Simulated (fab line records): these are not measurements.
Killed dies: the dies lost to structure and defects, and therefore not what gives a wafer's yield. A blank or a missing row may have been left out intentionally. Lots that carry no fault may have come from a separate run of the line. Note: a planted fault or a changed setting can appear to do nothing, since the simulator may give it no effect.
One fault seen from 2 desks || flow n5-finfet || each desk holds nothing but its own numbers, with what lay behind them at the end

## AT THE METROLOGY DESK
Means of the sampled wafers that have a number, per lot and without regard to the tool the lot ran on: this is what the gauges read. If a lot's mean is further than 4 standard deviations from the usual mean, the lot is out of limits and carries the mark OUT (the distance appears in the brackets).
Columns: A = M11_ILD_THK at N5_BEOL_M11_THK_MEAS_01, usual 269 nm
{"lot": "L586", "first seen here": "day 10 00:55", "A": 271}
{"lot": "L587", "first seen here": "day 10 14:21", "A": 266}
{"lot": "L590", "first seen here": "day 10 22:23", "A": 271}
{"lot": "L591", "first seen here": "day 11 06:56", "A": 272}
{"lot": "L592", "first seen here": "day 11 15:22", "A": 275}
{"lot": "L594", "first seen here": "day 12 01:26", "A": 268}
{"lot": "L593", "first seen here": "day 12 06:28", "A": 268}
{"lot": "L597", "first seen here": "day 13 00:40", "A": 268}
{"lot": "L600", "first seen here": "day 13 09:18", "A": 269}
{"lot": "L602", "first seen here": "day 14 05:22", "A": 268}
{"lot": "L604", "first seen here": "day 15 00:50", "A": 268}
{"lot": "L606", "first seen here": "day 15 03:18", "A": 269}
{"lot": "L608", "first seen here": "day 16 05:42", "A": 270}
Finding of this desk: none of the 13 lots has anything out of limits.

## THE TOOL OWNER'S DESK: pecvd-02
The tool's own readings at N5_BEOL_M11_PECVD_70 (deposits SiO2 from TEOS/O2, target thk 20 nm, time 22.7 s): means of the sampled wafers that have a number, for each lot that ran on this tool. If a lot's mean is further than 4 standard deviations from the usual mean, the lot is out of limits and carries the mark OUT (the distance appears in the brackets).
Columns: A = heater-power-w at N5_BEOL_M11_PECVD_70, usual 692 W; B = rf-fwd-power-W at N5_BEOL_M11_PECVD_70, usual 445.6 W; C = showerhead-plenum-p-Torr at N5_BEOL_M11_PECVD_70, usual 8.80 Torr; D = susceptor-temp-C at N5_BEOL_M11_PECVD_70, usual 399.96 C; E = throttle-valve-pct at N5_BEOL_M11_PECVD_70, usual 22.5 %
{"lot": "L590", "first seen here": "day 10 22:25", "A": 804, "B": 445.1, "C": 8.82, "D": 399.91, "E": 21.6}
{"lot": "L591", "first seen here": "day 11 06:59", "A": 796, "B": 445.1, "C": 8.81, "D": 399.90, "E": 21.6}
{"lot": "L592", "first seen here": "day 11 15:25", "A": 655, "B": 446.4, "C": 8.77, "D": "388.40 (-50) OUT", "E": 20.7}
{"lot": "L593", "first seen here": "day 12 06:31", "A": 640, "B": 444.8, "C": 8.78, "D": "388.25 (-51) OUT", "E": 20.6}
This desk's verdict: out of limits on L592, L593, starting with L592 at day 11 15:25 (susceptor-temp-C at N5_BEOL_M11_PECVD_70). Within limits: L590, L591.

## BROUGHT TOGETHER
The tool owner's desk had the chance to raise an alarm at day 11 15:25 on L592, L593.
Nothing out of limits was seen by the metrology desk.
The metrology desk holds a record of L592, L593, inside its limits.
Of the lots named, all ran N5_BEOL_M11_PECVD_70 on pecvd-02.

## WHAT THE SIMULATOR PUT IN
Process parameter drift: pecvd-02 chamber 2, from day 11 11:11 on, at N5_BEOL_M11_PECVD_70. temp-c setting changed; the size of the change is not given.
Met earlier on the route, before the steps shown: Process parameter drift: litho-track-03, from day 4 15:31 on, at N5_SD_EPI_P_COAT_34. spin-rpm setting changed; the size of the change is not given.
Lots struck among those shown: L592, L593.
Each desk's first reading out of limits, in hours after the fault started: the tool owner's desk, 4.
